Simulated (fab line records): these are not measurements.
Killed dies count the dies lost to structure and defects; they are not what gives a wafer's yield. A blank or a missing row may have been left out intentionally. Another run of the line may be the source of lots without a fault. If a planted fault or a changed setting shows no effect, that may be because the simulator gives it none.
One fault seen from 3 desks | flow n5Finfet | each desk has only its own numbers; what lay behind them comes last

THE TOOL OWNER'S DESK: vaporEtch-02
The tool's own readings at N5_STI_FIN_REVEAL_RECESS_09 (chemistry HF/NH3, target SiO2, afs cycles 11, target depth 42.5 nm, sublimation time 60 s): means of the sampled wafers that have a number, for each lot that ran on this tool. A lot is out of limits, marked OUT, if its mean lies more than 4 standard deviations from the usual mean; the brackets give that distance.
Columns: A = drypumpMotorCurrentA at N5_STI_FIN_REVEAL_RECESS_09, usual 6.11 A
lot  | first seen here | A
L245 | day 2 10:35     | 5.96
L251 | day 3 23:41     | 6.10
L252 | day 4 05:25     | 5.96
L259 | day 6 00:49     | 5.94
L260 | day 6 04:52     | 6.12
L261 | day 6 10:41     | 5.96
This desk found nothing out of limits on any of the 6 lots.

FROM THE METROLOGY DESK
What the gauges read, lot by lot, whatever tool the lot ran on: means of the sampled wafers that have a number. A lot is out of limits, marked OUT, if its mean lies more than 4 standard deviations from the usual mean; the brackets give that distance. Readings shown: 7 of its 10, picked as those furthest out on some lot.
Columns: A = DIBL_P at N5_BEOL_M4_RC_MEAS_101, usual 36.4 mV/V; B = IOFF_P at N5_BEOL_M4_RC_MEAS_101, usual 0.22 nA/um; C = ION_N at N5_BEOL_M4_RC_MEAS_101, usual 675 uA/um; D = ION_P at N5_BEOL_M4_RC_MEAS_101, usual 463 uA/um; E = SS_N at N5_BEOL_M4_RC_MEAS_101, usual 71.6 mV/dec; F = SS_P at N5_BEOL_M4_RC_MEAS_101, usual 73.3 mV/dec; G = VT_P at N5_BEOL_M4_RC_MEAS_101, usual -250 mV
lot  | first seen here | A    | B    | C   | D   | E    | F    | G
L245 | day 10 05:23    | 34.8 | 0.19 | 670 | 460 | 71.1 | 72.3 | -253
L251 | day 10 15:55    | 35.6 | 0.20 | 670 | 458 | 71.6 | 73.3 | -250
L252 | day 11 12:28    | 39.2 | 0.27 | 690 | 476 | 71.7 | 74.2 | -247
L253 | day 11 14:42    | 38.7 | 0.32 | 678 | 478 | 72.4 | 73.7 | -242
L259 | day 13 12:34    | 36.1 | 0.21 | 666 | 458 | 71.8 | 73.4 | -250
L260 | day 13 18:07    | 34.9 | 0.19 | 661 | 459 | 71.2 | 73.6 | -252
L261 | day 13 21:56    | 34.8 | 0.21 | 677 | 466 | 71.1 | 73.0 | -249
L266 | day 15 14:51    | 35.0 | 0.18 | 662 | 458 | 71.0 | 73.0 | -252
L268 | day 16 21:25    | 35.5 | 0.22 | 672 | 461 | 72.3 | 72.9 | -250
This desk found nothing out of limits on any of the 9 lots.

THE DEFECT DESK
Per lot, the means of the sampled wafers with a number show what the inspections along the route counted. A lot is out of limits, marked OUT, if its mean lies more than 4 standard deviations from the usual mean; the brackets give that distance.
Columns: A = rawDefectCount at N5_STI_FIN_REVEAL_INSPECT_13, usual 12
lot  | first seen here | A
L245 | day 2 14:05     | 12
L251 | day 4 02:31     | 15
L252 | day 4 08:12     | 16
L253 | day 4 15:39     | 12
L259 | day 6 03:04     | 11
L260 | day 6 07:39     | 1227 (+99 or more) OUT
L261 | day 6 13:31     | 1231 (+99 or more) OUT
L266 | day 7 19:35     | 9
L268 | day 8 07:37     | 16
This desk's finding: out of limits on L260, L261; first on L260, day 6 07:39 (rawDefectCount at N5_STI_FIN_REVEAL_INSPECT_13). In limits: L245, L251, L252, L253, L259, L266, L268.

PUT TOGETHER
The defect desk could have raised an alarm at day 6 07:39, on L260, L261.
The tool owner's desk saw nothing out of limits.
At the metrology desk, nothing out of limits was observed.
The tool owner's desk has L260, L261 on record, within its limits.
The metrology desk holds a record of L260, L261, inside its limits.
Of the lots named, all ran N5_STI_FIN_REVEAL_RECESS_09 on vaporEtch-02.

WHAT WAS PUT IN BY THE SIMULATOR
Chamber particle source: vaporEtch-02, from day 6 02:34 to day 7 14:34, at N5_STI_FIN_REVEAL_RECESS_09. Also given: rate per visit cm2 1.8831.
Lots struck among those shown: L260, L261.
Hours from the fault's start to each desk's first reading out of limits: the defect desk, 5.
